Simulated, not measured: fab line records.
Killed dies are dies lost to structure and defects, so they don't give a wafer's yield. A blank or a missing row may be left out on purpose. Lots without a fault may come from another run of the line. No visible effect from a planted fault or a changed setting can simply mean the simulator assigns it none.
A struck lot beside a sound one :: flow n5Finfet :: 17 steps out of a route of 1938
Sound: wafers L895.2, L895.3, L895.6. Struck: wafer L905.6 (left out: L905.3, L905.4 of the same lot, which were not struck); the cause appears at the end.
For every step that has rows: the tool of each side, followed by ch and its chambers, followed by its first start. Under that, the readings that differ: sound wafers :: struck wafers :: difference of the means :: sigmas: that difference in standard deviations of wafers without a fault.
alike: words and numbers the same on both sides, and readings whose means are apart by under 2 such deviations; not compared: readings that were withheld, readings missing a value for some wafer, numbers with overlapping values and no deviation given by the record, and bounds like >300 which may hide the same value.
A row with sigmas, a row that says differs or no value, or rows on one side alone: a step with any of these is where the two part. Non-overlapping numbers with no deviation appear without sigmas and do not part them. A reading missing from all wafers of one side parts the sides only when that side holds two or more wafers.

first, 1 step without rows for these wafers: N5_FIN_CUT_DEVELOP_07 (develop time 30 s).
N5_FIN_CUT_CD_MEAS_08: target cd 29.1 nm.
  sound on cdSem-02 ch 0, day 4 04:12; struck on cdSem-03 ch 0, day 6 14:15
reading: cdNm (nm)
sound: 29.00 28.65 28.95
struck: 29.31
difference: +0.44
sigmas: +2
N5_FIN_CUT_OVL_MEAS_09:
  sound on overlay-01 ch 0, day 4 04:14; struck on overlay-02 ch 0, day 6 14:17
  alike: FIN_CUT_OVL
N5_FIN_CUT_INSPECT_10: inspects for defects (brightfield).
  sound on defectInspect-02, day 4 04:17; struck on defectInspect-02, day 6 14:20
  alike: rawDefectCount
then, 1 step without rows for these wafers: N5_FIN_CUT_DESCUM_13 (chemistry O2, time 7 s).
N5_FIN_CUT_ETCH_30: etches underlayer in N2/H2, target depth 13 nm, time 10.4 s.
  sound on rieDiel-01 ch 2,3, day 4 04:32; struck on rieDiel-01 ch 0, day 6 14:40
reading: etchRfOnTimeS (s)
sound: 10.57 10.35 10.64
struck: 9.94
difference: -0.58
sigmas: -2

reading: oesProductAu (a.u.)
sound: 0.63 0.66 0.63
struck: 0.82
difference: +0.18
sigmas: +2
  alike: drypumpMotorCurrentA, rfVppV, showerheadPlenumPTorr, throttleValvePct
  not compared: rfHoursCounterH
N5_FIN_CUT_ETCH_20: etches SiARC in CF4, target depth 26 nm, time 43.3 s.
  sound on rieDiel-01 ch 2,3, day 4 04:34; struck on rieDiel-01 ch 0, day 6 14:41
reading: etchRfOnTimeS (s)
sound: 44.4 43.3 44.9
struck: 41.5
difference: -2.7
sigmas: -2

reading: oesProductAu (a.u.)
sound: 0.63 0.65 0.62
struck: 0.82
difference: +0.19
sigmas: +3
  alike: drypumpMotorCurrentA, rfVppV, showerheadPlenumPTorr, throttleValvePct
  not compared: rfHoursCounterH
then, 4 steps without rows for these wafers: N5_FIN_CUT_ETCH_21 (etches SOC in N2/H2, target depth 219 nm, overetch 43.8 nm, time 523.5 s); N5_FIN_CUT_STRIP_23 (strips in N2/H2); N5_FIN_CUT_STRIP_31 (strips in N2/H2); N5_FIN_CUT_STRIP_24 (strips in CF4).
N5_FIN_CUT_CUT_ETCH_26: etches SiNx in CH3F/O2, target depth 39 nm, time 55.7 s.
  sound on rieDiel-01 ch 2,3, day 4 04:56; struck on rieDiel-01 ch 0, day 6 15:04
reading: oesProductAu (a.u.)
sound: 0.74 0.76 0.74
struck: 0.95
difference: +0.20
sigmas: +2
  alike: O2_flow_sccm, drypumpMotorCurrentA, rfVppV, showerheadPlenumPTorr, throttleValvePct
  not compared: rfHoursCounterH
N5_FIN_CUT_CUT_ETCH_27: etches SiO2 in CHF3/O2, target depth 4 nm, overetch 2 nm, time 4.9 s.
  sound on rieDiel-01 ch 2,3, day 4 04:59; struck on rieDiel-01 ch 0, day 6 15:07
reading: oesProductAu (a.u.)
sound: 0.60 0.60 0.60
struck: 0.74
difference: +0.14
sigmas: +2

reading: model.SOC_of_FIN_CUT_COAT_18.thkNm (nm)
sound: 207.2 206.6 207.2
struck: 204.8
difference: -2.2
sigmas: 
  alike: O2_flow_sccm, drypumpMotorCurrentA, rfVppV, showerheadPlenumPTorr, throttleValvePct
  not compared: rfHoursCounterH
N5_FIN_CUT_PRECLEAN_35: cleans in vHF, time 13.3 s.
  sound on vaporEtch-02 ch 0,1, day 4 05:19; struck on vaporEtch-02 ch 1, day 6 15:12
  alike: drypumpMotorCurrentA
N5_FIN_CUT_CUT_ETCH_15: etches Si in HBr/Cl2/O2, target depth 100 nm, bt time 10 s, time 42.4 s.
  sound on rieSi-04 ch 1,3, day 4 05:24; struck on rieSi-02 ch 0, day 6 15:16
reading: throttleValvePct (%)
sound: 37.1 36.7 36.7
struck: 37.6
difference: +0.8
sigmas: +2

reading: model.SOC_of_FIN_CUT_COAT_18.thkNm (nm)
sound: 169.4 168.6 169.4
struck: 166.6
difference: -2.5
sigmas: 
  alike: O2_flow_sccm, drypumpMotorCurrentA, oesProductAu
  not compared: rfHoursCounterH
N5_FIN_CUT_CUT_ETCH_28: etches Si in HBr/Cl2/O2, target depth 6 nm, time 2.4 s.
  sound on rieSi-04 ch 1,3, day 4 05:28; struck on rieSi-02 ch 0, day 6 15:19
reading: throttleValvePct (%)
sound: 37.1 36.7 36.7
struck: 37.6
difference: +0.8
sigmas: +2
  alike: O2_flow_sccm, drypumpMotorCurrentA, oesProductAu
  not compared: rfHoursCounterH
-- here the record skips 6 days between the struck wafers' starts before and after, leaving off in module FIN_CUT and picking up in module BEOL_M4 (first step shown: number 1111 of the route) --
N5_BEOL_M4_RC_MEAS_101:
  sound on prober-01 ch 0, day 9 11:16; struck on prober-01 ch 0, day 12 03:58
reading: DIBL_N (mV/V)
sound: 39.7 37.5 38.0
struck: 34.6
difference: -3.8
sigmas: -2

reading: DIBL_P (mV/V)
sound: 40.2 36.5 38.5
struck: 34.5
difference: -3.9
sigmas: -2

reading: IOFF_N (nA/um)
sound: 0.27 0.21 0.23
struck: 0.13
difference: -0.11
sigmas: -3

reading: IOFF_P (nA/um)
sound: 0.32 0.23 0.28
struck: 0.15
difference: -0.13
sigmas: -3

reading: ION_P (uA/um)
sound: 474 465 469
struck: 447
difference: -22
sigmas: -3

reading: SS_P (mV/dec)
sound: 75.4 73.7 74.2
struck: 73.1
difference: -1.3
sigmas: -2

reading: VT_N (mV)
sound: 243 245 241
struck: 253
difference: +10
sigmas: +3

reading: VT_P (mV)
sound: -244 -251 -242
struck: -255
difference: -9
sigmas: -3
  alike: ION_N, SS_N

WHERE THEY PART
At N5_FIN_CUT_CD_MEAS_08 first; at N5_BEOL_M4_RC_MEAS_101 last (within this record only).

WHY: whatever the simulator had introduced
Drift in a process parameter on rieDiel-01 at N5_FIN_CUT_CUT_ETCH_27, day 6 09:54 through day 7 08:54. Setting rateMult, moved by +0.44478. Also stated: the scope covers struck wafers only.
